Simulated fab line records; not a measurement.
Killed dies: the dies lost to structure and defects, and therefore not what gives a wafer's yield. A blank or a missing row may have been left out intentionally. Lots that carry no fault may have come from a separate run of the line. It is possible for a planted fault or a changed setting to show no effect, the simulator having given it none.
Which tool was responsible? :: flow nand-harc :: 7 lots, 21 wafers sampled, at 2 steps of a route of 1302

== WHAT THE GAUGES READ, wafer by wafer ==
NHARC_A_ONON_D2_THK_MEAS_14: measures by ellipsometry.
lot: L695
measured: day 13 17:48
on: film-metro-01
thk-nm (nm): 1002 1001 1001

lot: L697
measured: day 14 14:57
on: film-metro-01
thk-nm (nm): 979 979 979

lot: L700
measured: day 16 03:43
on: film-metro-01
thk-nm (nm): 1000 999 1000

lot: L702
measured: day 16 16:26
on: film-metro-01
thk-nm (nm): 996 994 996

lot: L704
measured: day 17 15:05
on: film-metro-02
thk-nm (nm): 1011 1011 1012

lot: L708
measured: day 19 16:32
on: film-metro-02
thk-nm (nm): 630 992 993

lot: L715
measured: day 22 11:44
on: film-metro-02
thk-nm (nm): 988 990 990

== WHICH TOOL RAN EACH LOT (tool, then ch and the chambers of the sampled wafers, then the start) ==
lot: L695
NHARC_A_ONON_D2_DEP_12: pecvd-onon-02 ch 0, day 13 17:17

lot: L697
NHARC_A_ONON_D2_DEP_12: pecvd-onon-02 ch 0, day 14 14:26

lot: L700
NHARC_A_ONON_D2_DEP_12: pecvd-onon-03 ch 0, day 16 03:11

lot: L702
NHARC_A_ONON_D2_DEP_12: pecvd-onon-04 ch 0, day 16 15:56

lot: L704
NHARC_A_ONON_D2_DEP_12: pecvd-onon-02 ch 0, day 17 14:39

lot: L708
NHARC_A_ONON_D2_DEP_12: pecvd-onon-04 ch 0, day 19 16:05

lot: L715
NHARC_A_ONON_D2_DEP_12: pecvd-onon-04 ch 0, day 22 11:13
- NHARC_A_ONON_D2_DEP_12: target thk 1000 nm.

== THE ANSWER, worked out from the rows above alone ==
Rule: what is usual is taken from the lots themselves. The widest of any qualifying gaps counts: lots, ordered by their means at a reading, are off when they make up no more than a third of the lots, leave a main group of 4 or more, and stand apart from it by 3 or more times the standard deviation of that group's means. If all means in a main group match to the digits the tables above print for the reading, that group is not used. A lot without any number at a reading at which 4 lots or more have one is off too. The other lots that the step has rows for count as sound.
Off: L708 (NHARC_A_ONON_D2_THK_MEAS_14, thk-nm). The main group has a mean of 996 nm with a standard deviation of 10.
If a tool, at a process step before that reading, ran all the lots that are off and no sound lot after the first of them, it fits. Those tools and the gauges at NHARC_A_ONON_D2_THK_MEAS_14 are tried in the same way. No candidate that was tried fits.

== WHAT THE SIMULATOR HAD INSERTED ==
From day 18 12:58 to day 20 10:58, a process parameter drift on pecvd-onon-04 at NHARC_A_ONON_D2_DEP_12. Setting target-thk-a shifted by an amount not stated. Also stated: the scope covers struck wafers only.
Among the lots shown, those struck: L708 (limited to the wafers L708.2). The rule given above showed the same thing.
